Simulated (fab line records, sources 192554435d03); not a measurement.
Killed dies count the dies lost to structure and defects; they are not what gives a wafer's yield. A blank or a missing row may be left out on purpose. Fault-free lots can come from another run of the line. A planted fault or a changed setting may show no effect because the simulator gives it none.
Lot-split experiment :: flow n5_finfet :: on a route of 1938 steps: 7 lots, 21 wafers read

THE SPLIT ITSELF
At N5_BEOL_M7_DESCUM_33 (chemistry O2, time 7 s), the setting time_s was moved away from the recipe's 7 s on 7 of the 21 wafers read, by -19.3% to +21.5%. This setting was run at the recipe's value on the other wafers.

No step appears in the file between the split and the reading.

THE READING
CAR-EUV_of_BEOL_M7_COAT_22.thk_nm (the simulator's own value, which no gauge read), in nm, at N5_BEOL_M7_ETCH_72 (etches underlayer in N2/H2, target depth 6.5 nm, time 5.2 s). The file gives no usual value for it. Across the 14 wafers here that went through the recipe, the average is 20.3 nm and the standard deviation 0.12 nm.

wafer: L075.3
tool, chamber at the split: rie_diel-06, 2
time_s as run, s: 8.505
against the recipe: +21.5%
CAR-EUV_of_BEOL_M7_COAT_22.thk_nm, nm: 19.4
against lot-mates on the recipe: -0.9

wafer: L075.4
tool, chamber at the split: rie_diel-06, 3,0
time_s as run, s: 7
against the recipe: recipe
CAR-EUV_of_BEOL_M7_COAT_22.thk_nm, nm: 20.2
against lot-mates on the recipe: -

wafer: L075.5
tool, chamber at the split: rie_diel-06, 3,0
time_s as run, s: 7
against the recipe: recipe
CAR-EUV_of_BEOL_M7_COAT_22.thk_nm, nm: 20.4
against lot-mates on the recipe: -

wafer: L078.1
tool, chamber at the split: rie_diel-06, 2,1,1
time_s as run, s: 7
against the recipe: recipe
CAR-EUV_of_BEOL_M7_COAT_22.thk_nm, nm: 20.2
against lot-mates on the recipe: -

wafer: L078.2
tool, chamber at the split: rie_diel-06, 2,1,1
time_s as run, s: 7
against the recipe: recipe
CAR-EUV_of_BEOL_M7_COAT_22.thk_nm, nm: 20.2
against lot-mates on the recipe: -

wafer: L078.6
tool, chamber at the split: rie_diel-06, 2,1,1
time_s as run, s: 7
against the recipe: recipe
CAR-EUV_of_BEOL_M7_COAT_22.thk_nm, nm: 20.2
against lot-mates on the recipe: -

wafer: L079.4
tool, chamber at the split: rie_diel-03, 3
time_s as run, s: 7
against the recipe: recipe
CAR-EUV_of_BEOL_M7_COAT_22.thk_nm, nm: 20.4
against lot-mates on the recipe: -

wafer: L079.6
tool, chamber at the split: rie_diel-03, 2
time_s as run, s: 7
against the recipe: recipe
CAR-EUV_of_BEOL_M7_COAT_22.thk_nm, nm: 20.4
against lot-mates on the recipe: -

wafer: L079.5
tool, chamber at the split: rie_diel-03, 3
time_s as run, s: 7
against the recipe: recipe
CAR-EUV_of_BEOL_M7_COAT_22.thk_nm, nm: 20.2
against lot-mates on the recipe: -

wafer: L090.3
tool, chamber at the split: rie_diel-06, 2
time_s as run, s: 6.009
against the recipe: -14.2%
CAR-EUV_of_BEOL_M7_COAT_22.thk_nm, nm: 20.8
against lot-mates on the recipe: +0.4

wafer: L090.6
tool, chamber at the split: rie_diel-06, 0
time_s as run, s: 6.009
against the recipe: -14.2%
CAR-EUV_of_BEOL_M7_COAT_22.thk_nm, nm: 20.8
against lot-mates on the recipe: +0.4

wafer: L090.5
tool, chamber at the split: rie_diel-06, 3
time_s as run, s: 7
against the recipe: recipe
CAR-EUV_of_BEOL_M7_COAT_22.thk_nm, nm: 20.4
against lot-mates on the recipe: -

wafer: L092.1
tool, chamber at the split: rie_diel-05, 0
time_s as run, s: 7
against the recipe: recipe
CAR-EUV_of_BEOL_M7_COAT_22.thk_nm, nm: 20.6
against lot-mates on the recipe: -

wafer: L092.3
tool, chamber at the split: rie_diel-05, 3,0
time_s as run, s: 5.647
against the recipe: -19.3%
CAR-EUV_of_BEOL_M7_COAT_22.thk_nm, nm: 21.2
against lot-mates on the recipe: +0.6

wafer: L092.5
tool, chamber at the split: rie_diel-05, 3,0
time_s as run, s: 5.647
against the recipe: -19.3%
CAR-EUV_of_BEOL_M7_COAT_22.thk_nm, nm: 21.2
against lot-mates on the recipe: +0.6

wafer: L091.2
tool, chamber at the split: rie_diel-03, 0
time_s as run, s: 7
against the recipe: recipe
CAR-EUV_of_BEOL_M7_COAT_22.thk_nm, nm: 20.2
against lot-mates on the recipe: -

wafer: L091.4
tool, chamber at the split: rie_diel-03, 2
time_s as run, s: 6.34
against the recipe: -9.4%
CAR-EUV_of_BEOL_M7_COAT_22.thk_nm, nm: 20.6
against lot-mates on the recipe: +0.4

wafer: L091.6
tool, chamber at the split: rie_diel-03, 2
time_s as run, s: 6.34
against the recipe: -9.4%
CAR-EUV_of_BEOL_M7_COAT_22.thk_nm, nm: 20.6
against lot-mates on the recipe: +0.4

wafer: L094.2
tool, chamber at the split: rie_diel-03, 0
time_s as run, s: 7
against the recipe: recipe
CAR-EUV_of_BEOL_M7_COAT_22.thk_nm, nm: 20.4
against lot-mates on the recipe: -

wafer: L094.3
tool, chamber at the split: rie_diel-03, 3
time_s as run, s: 7
against the recipe: recipe
CAR-EUV_of_BEOL_M7_COAT_22.thk_nm, nm: 20.4
against lot-mates on the recipe: -

wafer: L094.5
tool, chamber at the split: rie_diel-03, 3
time_s as run, s: 7
against the recipe: recipe
CAR-EUV_of_BEOL_M7_COAT_22.thk_nm, nm: 20.2
against lot-mates on the recipe: -
Where a row lists several chambers, the file gives one row for several wafers and doesn't say which wafer went through which chamber.

FIT RESULTS
A straight line over all 21 wafers: CAR-EUV_of_BEOL_M7_COAT_22.thk_nm changes by -0.0413 nm for each +1% of time_s; r = -0.95; the points scatter about the line by 0.12 nm.
The same after taking each lot's own level away (the mean of its wafers on the recipe; 21 wafers): -0.0349 nm for each +1%; r = -0.97; scatter 0.082 nm.
Per that fit: largest time_s move, reading shift of 0.75 nm.
Across the lots, their own levels run from 20.20 to 20.60 nm, a range of 3.2 times the standard deviation given above.
So the lot-to-lot level changes the slope: the two fits differ.
Check: for one of the wafers moved furthest among these (+21.5%), held out of the fit, the line's prediction against its lot-mates is -0.669 nm. It came out at -0.9 nm against them.

THE WHOLE CHAIN: every reading that the file lists as answering this split, in the file's order
step: N5_BEOL_M7_DESCUM_33
what it does: chemistry O2, time 7 s
reading: CAR-EUV_of_BEOL_M7_COAT_22.thk_nm (the simulator's own value, which no gauge read)
change (the file's fit): -0.0327 nm for each +1% of the setting
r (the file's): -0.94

step: N5_BEOL_M7_ETCH_72
what it does: etches underlayer in N2/H2, target depth 6.5 nm, time 5.2 s
reading: CAR-EUV_of_BEOL_M7_COAT_22.thk_nm (the simulator's own value, which no gauge read)
change (the file's fit): -0.0359 nm for each +1% of the setting
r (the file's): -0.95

FILE'S OWN FIT
CAR-EUV_of_BEOL_M7_COAT_22.thk_nm changes by -0.0359 nm for each +1% of time_s, r = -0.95.
